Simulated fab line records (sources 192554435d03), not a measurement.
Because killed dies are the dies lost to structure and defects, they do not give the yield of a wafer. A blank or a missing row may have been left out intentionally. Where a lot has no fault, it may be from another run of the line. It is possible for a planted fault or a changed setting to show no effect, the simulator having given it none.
Comparing a struck lot with a sound one | flow n5_finfet | 15 steps out of a route of 1938
Sound: these wafers, L279.1, L279.3, L279.5. Wafers struck: L291.3, L291.4, L291.6. At the end, the cause is stated.
Order at every step that has rows: each side's tool, ch and its chambers, its first start. Under that, the readings that differ: sound wafers | struck wafers | difference of the means | sigmas: that difference in standard deviations of wafers without a fault.
alike: readings whose means differ by less than 2 such deviations, and words and numbers that are the same on both sides. not compared: withheld readings, readings that some wafer has no value for, bounds like >300 that may hide the same value, and numbers for which the record gives no deviation and whose values overlap.
A row with sigmas, a row that says differs or no value, or rows on one side alone: a step with any of these is where the two part. Numbers that don't overlap but have no deviation are shown without sigmas and don't part them. A reading missing from all wafers of one side parts the sides only when that side holds two or more wafers.

first, 6 steps without rows for these wafers: N5_BEOL_M4_COAT_05 (resist thk 30 nm); N5_BEOL_M4_EBR_07; N5_BEOL_M4_SOFTBAKE_06 (time 60 s); N5_BEOL_M4_EXPOSE_08 (exposes mask M4); N5_BEOL_M4_PEB_09 (peb time 60 s); N5_BEOL_M4_DEVELOP_10 (develop time 30 s).
N5_BEOL_M4_CD_MEAS_11 targets a cd of 16.79 nm.
  sound on cd_sem-03 ch 0, day 8 04:07; struck on cd_sem-01 ch 0, day 11 04:56
  alike: cd_nm
N5_BEOL_M4_OVL_MEAS_12:
  sound on overlay-02 ch 0, day 8 04:09; struck on overlay-01 ch 0, day 11 04:58
  alike: M4_OVL
N5_BEOL_M4_INSPECT_13: inspects for defects (brightfield).
  sound on defect_inspect-02 at day 8 04:13; struck on defect_inspect-02 at day 11 05:01
  alike: raw_defect_count
N5_BEOL_M4_DESCUM_16: chemistry O2, time 7 s.
  sound on rie_diel-02 ch 0,1, day 8 04:16; struck on rie_diel-02 ch 1,2,3, day 11 05:19
  alike: bias_power_w, drypump_motor_current_A, oes_product_au, rf_vpp_V, showerhead_plenum_p_Torr, temp_c, throttle_valve_pct
  not compared: rf_hours_counter_h
N5_BEOL_M4_ETCH_74: etches underlayer in N2/H2, target depth 6.5 nm, time 5.2 s.
  sound on rie_diel-02 ch 0,1, day 8 04:17; struck on rie_diel-02 ch 1,2,3, day 11 05:20
  alike: bias_w, drypump_motor_current_A, etch_rf_on_time_s, oes_product_au, rf_vpp_V, showerhead_plenum_p_Torr, throttle_valve_pct
  not compared: rf_hours_counter_h
N5_BEOL_M4_ETCH_63: etches SiARC in CF4, target depth 15.6 nm, time 26 s.
  sound on rie_diel-02 ch 0,1, day 8 04:19; struck on rie_diel-02 ch 1,2,3, day 11 05:22
  alike: bias_w, drypump_motor_current_A, etch_rf_on_time_s, oes_product_au, rf_vpp_V, showerhead_plenum_p_Torr, throttle_valve_pct
  not compared: rf_hours_counter_h
N5_BEOL_M4_ETCH_64: etches SOC in N2/H2, target depth 75 nm, overetch 22.5 nm, time 121.9 s.
  sound on rie_diel-02 ch 0,1, day 8 04:20; struck on rie_diel-02 ch 1,2,3, day 11 05:23
  reading      | sound             | struck            | difference | sigmas
  bias_w (W)   | 149.4 149.6 150.3 | 137.5 137.7 137.9 | -12.1      | -27
  rf_vpp_V (V) | 524.7 526.0 527.0 | 498.4 497.8 498.5 | -27.7      | -14
  alike: drypump_motor_current_A, oes_product_au, showerhead_plenum_p_Torr, temp_c, throttle_valve_pct
  not compared: rf_hours_counter_h, model.SiARC_of_BEOL_M4_COAT_62.thk_nm
then, 1 step without rows for these wafers: N5_BEOL_M4_STRIP_65 (strips in N2/H2).
N5_BEOL_M4_RC_MEAS_101:
  sound on prober-02 ch 0, day 8 13:09; struck on prober-01 ch 0, day 11 14:52
  alike: DIBL_N, DIBL_P, IOFF_N, IOFF_P, ION_N, ION_P, SS_N, SS_P, VT_N, VT_P

## WHERE THEY PART
At N5_BEOL_M4_ETCH_64 and nowhere else, as far as this record goes. Later steps at which nothing parts them and some readings are alike: N5_BEOL_M4_RC_MEAS_101.

WHY: the cause the simulator had injected
Process parameters drifting: rie_diel-02 at N5_BEOL_M4_ETCH_64, beginning at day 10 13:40. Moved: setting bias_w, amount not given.
